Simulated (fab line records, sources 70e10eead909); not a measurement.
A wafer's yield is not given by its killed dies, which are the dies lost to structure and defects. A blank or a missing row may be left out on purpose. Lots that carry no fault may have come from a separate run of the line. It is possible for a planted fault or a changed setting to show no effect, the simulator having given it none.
Matching of chambers | flow nand harc | 4 sister chambers for NHARC_A_BONDPAD_CMP_19 on cmp-04
The step polishes, t overpolish 30 s, cu recess touch 16 s, target thk 169.82 nm. 8 wafers are shown with their chamber, then 7 later ones without.

EACH WAFER AND ITS CHAMBER
wafer  | chamber | motor current A (A) | overpolish run s (s)
L838.2 | 1       | 11.6                | 30.010
L845.6 | 1       | 12.5                | 30.004
L850.1 | 3       | 12.9                | 30.001
L850.2 | 2       | 12.6                | 30.008
L850.3 | 0       | 13.2                | 29.991
L849.3 | 2       | 12.2                | 29.996
L849.4 | 3       | 12.7                | 29.994
L849.6 | 0       | 12.5                | 30.011

WAFERS WITH NO CHAMBER GIVEN
wafer  | motor current A (A) | overpolish run s (s)
L851.1 | 11.7                | 29.991
L851.2 | 13.3                | 29.989
L851.5 | 12.7                | 30.008
L856.2 | 12.5                | 30.015
L856.3 | 13.7                | 30.011
L856.6 | 13.1                | 29.992
L857.2 | 12.4                | 29.998

EACH ONE'S CHAMBER
wafer  | from the rows above               | in truth
L851.1 | can't be placed: 1 or 2 or 3 or 0 | 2
L851.2 | can't be placed: 3 or 0 or 2      | 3
L851.5 | can't be placed: 0 or 2 or 3 or 1 | 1
L856.2 | can't be placed: 1 or 2 or 0 or 3 | 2
L856.3 | can't be placed: 0 or 3 or 2 or 1 | 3
L856.6 | can't be placed: 3 or 0 or 2      | 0
L857.2 | can't be placed: 2 or 3 or 0 or 1 | 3
Correct placement for 0 of the 7. Unplaceable from these rows: 7, with the true chamber sitting among the candidates in 7. Wrongly placed: 0.
How it was worked out, from the rows above alone: a wafer's distance from a chamber is the root of the sum, over the readings, of the square of ((its reading less the chamber's mean) divided by the reading's scatter). If the next closest chamber is less than 2 further off than the closest, the wafer can't be placed; otherwise it belongs to the closest. For every chamber, the mean is computed from those of its wafers that are shown. The scatter: take each reading less its chamber's mean, square it, sum over the shown wafers, divide by the number of wafers less the number of chambers, and take the root.
